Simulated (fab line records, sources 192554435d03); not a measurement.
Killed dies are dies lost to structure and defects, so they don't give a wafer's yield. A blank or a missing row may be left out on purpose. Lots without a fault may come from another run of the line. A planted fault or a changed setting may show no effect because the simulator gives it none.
Split-lot experiment | flow n5_finfet | 7 lots, 39 wafers read, on a route of 1938 steps

THE SPLIT
At N5_BEOL_M7_ILD_DEP_00 (deposits SiCOH lowk from DEMS/porogen, target thk 179.75 nm, time 33.4 s), the setting time_s was moved away from the recipe's 33.4 s on 12 of the 39 wafers read, by -57.5% to +37.8%. The other wafers ran this setting at the recipe's value.

FROM THE SPLIT TO THE READING: what the file shows between them, 1 step
- N5_BEOL_M7_CURE_74: cures SiCOH lowk, time 240 s

THE READING
M7_ILD_THK, in nm, at N5_BEOL_M7_THK_MEAS_01. Fault-free wafers of this fab line usually give 155.0 nm, standard deviation 2.2 nm.

wafer  | tool, chamber at the split | time_s as run, s | against the recipe | M7_ILD_THK, nm | against lot-mates on the recipe
L074.1 | pecvd-01, 0                | 33.4             | recipe             | 152.4          | -
L074.2 | pecvd-01, 2                | 33.4             | recipe             | 153.5          | -
L074.3 | pecvd-01, 1                | 14.21            | -57.5%             | 66.3           | -87.5
L074.4 | pecvd-01, 2,1              | 14.21            | -57.5%             | 68.3           | -85.5
L074.5 | pecvd-01, 0                | 33.4             | recipe             | 155.4          | -
L074.6 | pecvd-01, 2,1              | 14.21            | -57.5%             | 68.2           | -85.6
L078.1 | pecvd-04, 0                | 46.04            | +37.8%             | 209.2          | +54.3
L078.2 | pecvd-04, 1                | 33.4             | recipe             | 154.7          | -
L078.3 | pecvd-04, 1                | 33.4             | recipe             | 156.7          | -
L078.4 | pecvd-04, 0                | 33.4             | recipe             | 153.2          | -
L078.5 | pecvd-04, 1                | 46.04            | +37.8%             | 213.8          | +58.9
L078.6 | pecvd-04, 0                | 46.04            | +37.8%             | 212.1          | +57.2
L081.1 | pecvd-03, 0                | 24.82            | -25.7%             | 117.7          | -38.9
L081.2 | pecvd-03, 2                | 24.82            | -25.7%             | 113.8          | -42.8
L081.3 | pecvd-03, 1                | 33.4             | recipe             | 156.6          | -
L081.4 | pecvd-03, 2                | 33.4             | recipe             | 155.9          | -
L081.5 | pecvd-03, 0                | 24.82            | -25.7%             | 120.5          | -36.1
L081.6 | pecvd-03, 1                | 33.4             | recipe             | 157.4          | -
L083.1 | pecvd-03, 2                | 33.4             | recipe             | 150.9          | -
L083.2 | pecvd-03, 0                | 33.4             | recipe             | 155.9          | -
L083.3 | pecvd-03, 1                | 33.4             | recipe             | 155.0          | -
L083.4 | pecvd-03, 2                | 33.4             | recipe             | 154.1          | -
L083.5 | pecvd-03, 0                | 33.4             | recipe             | 156.0          | -
L083.6 | pecvd-03, 1                | 33.4             | recipe             | 157.3          | -
L088.1 | pecvd-01, 0                | 33.4             | recipe             | 154.1          | -
L088.4 | pecvd-01, 1                | 33.4             | recipe             | 158.0          | -
L088.5 | pecvd-01, 0                | 33.4             | recipe             | 152.6          | -
L087.1 | pecvd-04, 0                | 33.4             | recipe             | 152.8          | -
L087.2 | pecvd-04, 2                | 33.4             | recipe             | 153.3          | -
L087.3 | pecvd-04, 1                | 33.4             | recipe             | 155.1          | -
L087.4 | pecvd-04, 0                | 33.4             | recipe             | 154.9          | -
L087.5 | pecvd-04, 1                | 33.4             | recipe             | 157.6          | -
L087.6 | pecvd-04, 2                | 33.4             | recipe             | 155.9          | -
L093.1 | pecvd-04, 0                | 33.4             | recipe             | 153.4          | -
L093.2 | pecvd-04, 2                | 43.27            | +29.6%             | 197.8          | +42.7
L093.3 | pecvd-04, 1                | 43.27            | +29.6%             | 201.8          | +46.7
L093.4 | pecvd-04, 2                | 33.4             | recipe             | 157.2          | -
L093.5 | pecvd-04, 0                | 33.4             | recipe             | 154.8          | -
L093.6 | pecvd-04, 1                | 43.27            | +29.6%             | 204.3          | +49.2
Where a row lists several chambers, the file gives one row for several wafers and doesn't say which wafer went through which chamber.

THE FIT
A straight line over all 39 wafers: M7_ILD_THK changes by +1.52 nm for each +1% of time_s; r = +1.00; the points scatter about the line by 2.1 nm.
The same after taking each lot's own level away (the mean of its wafers on the recipe; 39 wafers): +1.51 nm for each +1%; r = +1.00; scatter 2 nm.
On that fit, the largest move of time_s shifts the reading by 87 nm.
The lots' own levels span 153.77 to 156.63 nm, that is 1.3 times the standard deviation above.
So the lot-to-lot level changes the slope little: the two slopes agree.
Check: with one of the wafers moved furthest among these (-57.5%) left out of the fit, the line predicts -86.6 nm for it against its lot-mates. It came out at -87.5 nm against them.

OTHER SPLITS ON THESE WAFERS
These wafers also went through other splits before the reading. Each is held against what the fit with the lots' levels taken away leaves over:
other split on the same wafers                 | wafers away from the commonest value | r with M7_ILD_THK (lot level and that fit taken away)
N5_DUMMY_GATE_DESCUM_20 time_s                 | 15                                   | -0.26
N5_GATE_CUT_DESCUM_18 time_s                   | 18                                   | -0.16
N5_MOL_CONTACT_COAG_VIA_ETCH_46 target_depth_a | 9                                    | -0.01
N5_BEOL_M2_ILD_DEP_00 time_s                   | 12                                   | -0.28

THE WHOLE CHAIN: every reading that the file lists as answering this split, in the file's order
step                   | what it does                                                             | reading                                                                                  | change (the file's fit)              | r (the file's)
N5_BEOL_M7_ILD_DEP_00  | deposits SiCOH lowk from DEMS/porogen, target thk 179.75 nm, time 33.4 s | SiCOH_lowk_of_BEOL_M7_ILD_DEP_00.thk_nm (the simulator's own value, which no gauge read) | +1.74 nm for each +1% of the setting | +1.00
N5_BEOL_M7_CURE_74     | cures SiCOH lowk, time 240 s                                             | SiCOH_lowk_of_BEOL_M7_ILD_DEP_00.thk_nm (the simulator's own value, which no gauge read) | +1.51 nm for each +1% of the setting | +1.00
N5_BEOL_M7_THK_MEAS_01 |                                                                          | M7_ILD_THK                                                                               | +1.51 for each +1% of the setting    | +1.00

THE FILE'S OWN FIT
M7_ILD_THK changes by +1.51 nm for each +1% of time_s, r = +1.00.
